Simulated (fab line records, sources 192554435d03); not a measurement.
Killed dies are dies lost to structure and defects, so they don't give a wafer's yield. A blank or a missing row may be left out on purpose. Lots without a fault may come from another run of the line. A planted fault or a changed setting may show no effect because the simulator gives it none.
Chamber matching | flow n5_finfet | N5_SDB_HM_DEP_00 on pecvd-03: 3 sister chambers
The step deposits SiNx from SiH4/NH3/N2, target thk 40 nm, time 35.3 s. 6 wafers are shown with their chamber, then 12 later ones without.

WAFERS WITH THEIR CHAMBER
wafer  | chamber | throttle_valve_pct (%) | showerhead_plenum_p_Torr (Torr)
L083.2 | 1       | 39.5                   | 5.21
L084.5 | 2       | 38.7                   | 5.19
L084.6 | 0       | 41.1                   | 5.10
L086.1 | 1       | 39.7                   | 5.22
L086.2 | 0       | 40.9                   | 5.09
L086.3 | 2       | 38.4                   | 5.19

WAFERS WITHOUT THEIR CHAMBER
wafer  | throttle_valve_pct (%) | showerhead_plenum_p_Torr (Torr)
L086.4 | 38.3                   | 5.19
L086.5 | 39.6                   | 5.22
L086.6 | 41.1                   | 5.09
L093.4 | 39.6                   | 5.22
L093.5 | 40.9                   | 5.09
L093.6 | 38.6                   | 5.19
L094.2 | 38.9                   | 5.19
L094.3 | 39.8                   | 5.22
L094.4 | 39.7                   | 5.22
L096.1 | 40.7                   | 5.10
L096.2 | 39.6                   | 5.22
L096.6 | 38.9                   | 5.18

WHICH CHAMBER EACH WENT THROUGH
wafer  | from the rows above | in truth
L086.4 | 2                   | 2
L086.5 | 1                   | 1
L086.6 | 0                   | 0
L093.4 | 1                   | 1
L093.5 | 0                   | 0
L093.6 | 2                   | 2
L094.2 | 2                   | 2
L094.3 | 1                   | 1
L094.4 | 1                   | 1
L096.1 | 0                   | 0
L096.2 | 1                   | 1
L096.6 | 2                   | 2
Placed correctly: 12 of 12. Can't be placed from these rows: 0. Placed wrongly: 0.
How it was worked out, from the rows above alone: a wafer's distance from a chamber is the root of the sum, over the readings, of the square of ((its reading less the chamber's mean) divided by the reading's scatter). The wafer belongs to the nearest chamber; if the next one is less than 2 further off, it can't be placed. A chamber's mean is the mean of its shown wafers. The scatter: the root of (the sum of the squares of (reading less its chamber's mean) over the shown wafers, divided by (wafers less chambers)).
